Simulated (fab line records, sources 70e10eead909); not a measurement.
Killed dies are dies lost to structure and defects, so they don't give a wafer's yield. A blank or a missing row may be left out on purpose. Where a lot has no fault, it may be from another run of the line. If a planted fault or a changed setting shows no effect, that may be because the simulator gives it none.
fab line records	flow nand_harc
[record] lots = 14	wafers = 42	last_day = 33
route steps=1302 shown A_M0@1160 THIN_TSV@1273 END@1302
lots that met no fault: taken from a fault-free run of the same line
start_h: the number of hours between the record's first day and the start of the first shown wafer of the lot	wait_h: how many hours have passed since the lot's step before this one	" as in the row above	L1.1+2: a single row standing in for several wafers	- value missing, or start not given	* or withheld: withheld	< > ~ a bound
route shown NAME@n: NAME is a module with steps in the file, n the number in the route of the first one	usual: average and standard deviation across the fault-free wafers	same: alike in all rows	chamber/n: place in a boat	sites: each site's reading	_std_site: their standard deviation	_edge_site: outer sites' mean less inner sites'	radius_mm: how far each site lies from the wafer's centre	mask NAME#n: copy n	behind: the tool/chamber that last shaped the wafer	hold: cause of the lot's hold/its duration in hours/its outcome	device: which transistor (n, p or np) failed to switch	end of line: tests run on the same wafers once the route is complete	where a step has no rows: the recipe by itself	killed: count of dies lost to structure and defects at first sort (not the wafer's yield)	map: per-die view of a wafer (x killed, . not killed, _ where there is no die)
set.NAME: the setting as run; set.NAME@STEP: as run at that earlier step	model.NAME: the simulator's own value behind a step, which no gauge read
one table for each step of the route and one row for each wafer, over a sample of lots
services: a tool's chamber out of use, with start hour (start_h, from the record's first day; less than 0 if before it), hours out, and reason
[[steps]]
[step NHARC_A_M0_ECD_22]
[recipe] target_thk_a = 4000	bath_temp_c = 25	material = Cu
lot.wafer	tool	chamber	start_h	wait_h
L513.2+1+5	ecd_cu-02	1,0,1	523.78	-
L514.1+2+6	ecd_cu-01	1,0,1	524.54	-
L515.2+1+3	ecd_cu-02	0,1,0	539.35	-
L517.2+3+6	ecd_cu-02	1,0,0	552.39	-
L524.2+6+5	ecd_cu-02	1,0,1	644.41	-
L525.3+4+5	ecd_cu-02	0,1,1	652.95	-
L528.2+5+6	ecd_cu-01	1,1,0	665.94	-
L527.3+6+5	ecd_cu-02	0,1,0	669.79	-
L530.1+3+4	ecd_cu-01	1,1,0	683.10	-
L532.2+1+4	ecd_cu-01	1,0,0	700.14	-
L534.1+2+4	ecd_cu-01	0,1,0	723.97	-
L533.4+3+6	ecd_cu-01	0,1,0	725.50	-
L536.2+3+4	ecd_cu-01	0,0,1	732.67	-
L535.2+3+6	ecd_cu-02	0,1,0	740.57	-
[step NHARC_THIN_TSV_PVD_51]
[recipe] target_thk_a = 1000	chamber_pressure_pa = 5	material = Cu
[usual] throttle_valve_pct = 30.3/0.85
lot.wafer	tool	chamber	start_h	wait_h	throttle_valve_pct
L513.1	pvd_sputter-03	-	-	-	29.9
L513.2	"	-	"	"	31.0
L513.5	"	-	"	"	30.0
L514.2	pvd_sputter-01	-	-	-	32.0
L514.1	"	-	"	"	29.8
L514.6	"	-	"	"	30.9
L515.2	pvd_sputter-01	-	-	-	32.0
L515.1	"	-	"	"	30.0
L515.3	"	-	"	"	29.7
L517.3	pvd_sputter-01	-	-	-	30.8
L517.2	"	-	"	"	32.0
L517.6	"	-	"	"	30.0
L524.2	pvd_sputter-02	-	-	-	31.1
L524.5	"	-	"	"	30.7
L524.6	"	-	"	"	29.4
L525.4	pvd_sputter-02	-	-	-	31.0
L525.3	"	-	"	"	29.9
L525.5	"	-	"	"	30.1
L528.2	pvd_sputter-02	-	-	-	31.4
L528.5	"	-	"	"	30.7
L528.6	"	-	"	"	29.4
L527.3	pvd_sputter-02	-	-	-	31.4
L527.5	"	-	"	"	30.1
L527.6	"	-	"	"	30.8
L530.1	pvd_sputter-02	-	-	-	29.3
L530.3	"	-	"	"	31.3
L530.4	"	-	"	"	30.6
L532.4	pvd_sputter-03	-	-	-	31.1
L532.2	"	-	"	"	30.1
L532.1	"	-	"	"	29.8
L534.1	pvd_sputter-02	-	-	-	30.9
L534.4	"	-	"	"	29.2
L534.2	"	-	"	"	31.5
L533.3	pvd_sputter-03	-	-	-	30.9
L533.4	"	-	"	"	29.4
L533.6	"	-	"	"	30.1
L536.3	pvd_sputter-03	-	-	-	30.4
L536.2	"	-	"	"	29.0
L536.4	"	-	"	"	29.6
L535.3	pvd_sputter-03	-	-	-	29.8
L535.2	"	-	"	"	30.2
L535.6	"	-	"	"	29.5
[step NHARC_THIN_TSV_STRIP_56]
[recipe] power_w = 1500	temp_c = 250	chemistry = O2
[usual] drypump_motor_current_A = 5.4/0.42	heater_power_w = 349/40	temp_c = 250.01/0.18
lot.wafer	tool	chamber	start_h	wait_h	drypump_motor_current_A	heater_power_w	rf_hours_counter_h	temp_c
L513.2	plasma_asher-02	0	552.84	0.1	5.0	314	13	249.82
L513.1	"	1	"	"	5.8	396	13	250.20
L513.5	"	1	"	"	5.8	408	-	250.31
L514.1	plasma_asher-02	1	555.62	0.1	5.8	393	13	250.02
L514.2	"	0	"	"	5.0	312	13	249.94
L514.6	"	1	"	"	5.8	397	-	249.76
L515.1	plasma_asher-02	0	568.15	0.1	5.0	310	16	250.20
L515.2	"	1	"	"	5.8	398	16	249.63
L515.3	"	1	"	"	5.8	391	-	249.98
L517.2	plasma_asher-02	1	581.17	0.1	5.8	399	19	250.27
L517.3	"	1	"	"	5.8	377	-	249.88
L517.6	"	0	"	"	5.0	309	-	249.77
L524.2	plasma_asher-01	1	678.66	0.1	5.9	342	29	250.00
L524.6	"	1	"	"	5.9	348	-	249.92
L524.5	"	0	"	"	4.9	327	-	249.77
L525.4	plasma_asher-02	1	699.77	0.5	5.8	415	-	250.04
L525.3	"	0	"	"	5.0	297	-	249.88
L525.5	"	1	"	"	5.7	412	-	250.04
L528.2	plasma_asher-02	0	701.12	0.4	5.0	304	6	250.06
L528.5	"	1	"	"	5.8	414	-	250.23
L528.6	"	0	"	"	5.0	301	-	250.14
L527.3	plasma_asher-02	1	702.15	0.2	5.8	409	-	250.08
L527.6	"	0	"	"	5.0	308	-	250.19
L527.5	"	1	"	"	5.8	410	-	249.99
L530.1	plasma_asher-01	0	711.77	0.1	4.9	326	2	250.05
L530.3	"	1	"	"	5.8	348	-	250.01
L530.4	"	0	"	"	4.9	334	-	250.18
L532.1	plasma_asher-01	0	731.27	0.1	4.8	332	6	250.15
L532.2	"	1	"	"	5.9	344	6	249.83
L532.4	"	0	"	"	4.8	326	-	250.44
L534.1	plasma_asher-02	0	753.51	0.1	5.0	294	17	250.20
L534.2	"	1	"	"	5.8	408	17	250.19
L534.4	"	0	"	"	5.0	308	-	249.75
L533.3	plasma_asher-01	1	762.54	0.2	5.9	349	-	250.43
L533.4	"	0	"	"	4.9	328	-	249.79
L533.6	"	0	"	"	4.9	322	-	249.90
L536.2	plasma_asher-01	0	763.52	0.1	4.9	333	13	249.94
L536.3	"	0	"	"	4.9	329	-	249.99
L536.4	"	1	"	"	5.8	346	-	249.88
L535.2	plasma_asher-02	1	770.63	0.1	5.8	406	21	250.01
L535.3	"	1	"	"	5.8	410	-	249.95
L535.6	"	1	"	"	5.8	415	-	249.97
[step NHARC_THIN_TSV_CD_MEAS_37]
[usual] cd_nm = 5000/3.9
lot.wafer	tool	chamber	start_h	wait_h	cd_nm
L513.1	cd_sem-01	-	553.63	-	5005
L513.2	"	-	"	"	4996
L513.5	"	-	"	"	5001
L514.1	cd_sem-02	-	556.41	-	5005
L514.2	"	-	"	"	5002
L514.6	"	-	"	"	4997
L515.1	cd_sem-03	-	568.94	-	5001
L515.2	"	-	"	"	5004
L515.3	"	-	"	"	5003
L517.2	cd_sem-03	-	581.99	-	5004
L517.3	"	-	"	"	5005
L517.6	"	-	"	"	5004
L524.2	cd_sem-02	-	679.46	-	5000
L524.5	"	-	"	"	5001
L524.6	"	-	"	"	5004
L525.3	cd_sem-01	-	700.47	-	5005
L525.4	"	-	"	"	5000
L525.5	"	-	"	"	5006
L528.2	cd_sem-02	-	701.87	-	5002
L528.5	"	-	"	"	5004
L528.6	"	-	"	"	4993
L527.3	cd_sem-03	-	702.81	-	5001
L527.5	"	-	"	"	5003
L527.6	"	-	"	"	5008
L530.1	cd_sem-03	-	712.52	-	4999
L530.3	"	-	"	"	5001
L530.4	"	-	"	"	5002
L532.1	cd_sem-03	-	732.06	-	4994
L532.2	"	-	"	"	4996
L532.4	"	-	"	"	4994
L534.1	cd_sem-02	-	754.30	-	4994
L534.2	"	-	"	"	4998
L534.4	"	-	"	"	5001
L533.3	cd_sem-03	-	763.24	-	4995
L533.4	"	-	"	"	5000
L533.6	"	-	"	"	5001
L536.2	cd_sem-01	-	764.31	-	5003
L536.3	"	-	"	"	5003
L536.4	"	-	"	"	5001
L535.2	cd_sem-03	-	771.42	-	5003
L535.3	"	-	"	"	4995
L535.6	"	-	"	"	5000
[step NHARC_END_SORT_01]
[recipe] temp_c = 25
[usual] defect_limited_yield = 90/3.8	killed_at_array = 61/26	killed_at_other = 0.8/1.1	killed_at_periphery = 4.0/2.6	killed_dies = 66/26	killed_open = 3.1/1.7	killed_short = 2.5/1.5
[same] gross_dies = 677
lot.wafer	tool	chamber	start_h	wait_h	defect_limited_yield[%]	killed_at_array	killed_at_other	killed_at_periphery	killed_dies	killed_open	killed_short
L527.3	prober-02	0	712.20	3.1	35	432	0	5	437	4	2
L527.5	prober-02	0	713.79	3.7	36	432	0	3	435	3	1
L527.6	prober-02	0	714.58	4.0	86	92	0	3	95	0	3
L525.3	prober-02	0	719.99	3.1	39	412	0	0	412	1	5
L525.4	prober-02	0	720.79	3.4	90	69	0	0	69	3	3
L525.5	prober-02	0	721.58	3.7	91	58	1	2	61	4	4
// killed by level:class
L527.3 A_M0:unspecified=367 A_SLIT:chamber_film_flake=24 A_CHANNEL_HOLE_D1:chamber_film_flake=22 A_CHANNEL_HOLE_D2:chamber_film_flake=11 A_CONTACT:chamber_film_flake=3 P_M0:chamber_film_flake=2 P_GATE:geometric_particle:short=1 P_M1:geometric_particle:open=1
L527.5 A_M0:unspecified=352 A_SLIT:chamber_film_flake=27 A_CHANNEL_HOLE_D2:chamber_film_flake=22 A_CHANNEL_HOLE_D1:chamber_film_flake=20 A_CONTACT:chamber_film_flake=5 P_GATE:geometric_particle:open=1 A_DECK1_JOINT:geometric_particle:open=1 A_ONON_D2:geometric_particle:short=1
L527.6 A_SLIT:chamber_film_flake=35 A_CHANNEL_HOLE_D1:chamber_film_flake=34 A_CHANNEL_HOLE_D2:chamber_film_flake=17 A_CONTACT:chamber_film_flake=2 P_ZERO_WELL:geometric_particle:short=1 A_SGD_CUT:geometric_particle:short=1 A_CONTACT:geometric_particle:short=1 P_STI:chamber_film_flake=1
L525.3 A_M0:unspecified=365 A_SLIT:chamber_film_flake=19 A_CHANNEL_HOLE_D2:chamber_film_flake=11 A_CHANNEL_HOLE_D1:chamber_film_flake=4 A_STAIRCASE:chamber_film_flake=3 A_CONTACT:chamber_film_flake=3 A_SOURCE_PLATE:geometric_particle:short=1 A_CHANNEL_HOLE_D1:geometric_particle:short=1
L525.4 A_SLIT:chamber_film_flake=32 A_CHANNEL_HOLE_D2:chamber_film_flake=14 A_CHANNEL_HOLE_D1:chamber_film_flake=6 A_CONTACT:chamber_film_flake=5 A_CHANNEL_FILL_D1:geometric_particle:short=2 A_CHANNEL_FILL_D2:chamber_film_flake=2 A_STAIRCASE:chamber_film_flake=2 A_WL_FILL:chamber_film_flake=2
L525.5 A_SLIT:chamber_film_flake=26 A_CHANNEL_HOLE_D2:chamber_film_flake=9 A_CHANNEL_HOLE_D1:chamber_film_flake=5 A_STAIRCASE:chamber_film_flake=5 A_CONTACT:chamber_film_flake=4 P_GATE:geometric_particle:short=1 A_ONON_D1:geometric_particle:open=1 A_CHANNEL_FILL_D1:geometric_particle:open=1
[[services]]
tool	chamber	start_h	hours	kind
plasma_asher-02	0	507.74	-	clean
plasma_asher-02	1	507.74	-	clean
ecd_cu-02	-	509.58	2.3	repair
ecd_cu-01	-	512.00	8.0	pm
pvd_sputter-02	-	518.09	1.1	repair
plasma_asher-01	-	519.27	9.0	pm
plasma_asher-01	-	532.95	7.7	repair
pvd_sputter-03	-	535.45	10.0	pm
pvd_sputter-02	-	538.30	4.0	repair
ecd_cu-02	-	541.30	2.6	repair
pvd_sputter-01	-	582.03	10.0	pm
pvd_sputter-02	-	588.24	1.4	repair
plasma_asher-02	-	593.06	2.5	repair
ecd_cu-02	-	596.03	8.0	pm
ecd_cu-02	-	612.09	2.1	repair
pvd_sputter-02	-	638.01	10.0	pm
plasma_asher-02	-	675.83	9.0	pm
ecd_cu-01	-	688.00	8.0	pm
plasma_asher-01	-	696.27	9.0	pm
pvd_sputter-03	-	713.45	10.0	pm
plasma_asher-02	-	738.86	0.7	repair
plasma_asher-02	-	744.08	3.5	repair
ecd_cu-02	-	749.11	1.7	repair
pvd_sputter-01	-	760.03	10.0	pm
[[key]]
[first_sign] step = NHARC_END_SORT_01	reading = killed_at_array	direction = up	sigmas = 14	usual = 61	struck = 425
[effect] step = NHARC_END_SORT_01	reading = defect_limited_yield	direction = down	sigmas = 14	usual = 90	struck = 37
[more_kills_born_at] NHARC_A_M0_ECD_22@ecd_cu-02 = 1084
met_at NHARC_A_M0_ECD_22
struck_lots L525,L527
struck_wafers L525.3,L527.3,L527.5
not_acting_at NHARC_THIN_TSV_PVD_51,NHARC_THIN_TSV_STRIP_56,NHARC_THIN_TSV_CD_MEAS_37
onset_between 644.41 652.95
[fault] kind = chamber_particle_source	tool = ecd_cu-02	chamber = 0	onset_h = 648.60	steps = NHARC_A_M0_ECD_22	rate_per_visit_cm2 = 0.94455	end_h = 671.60
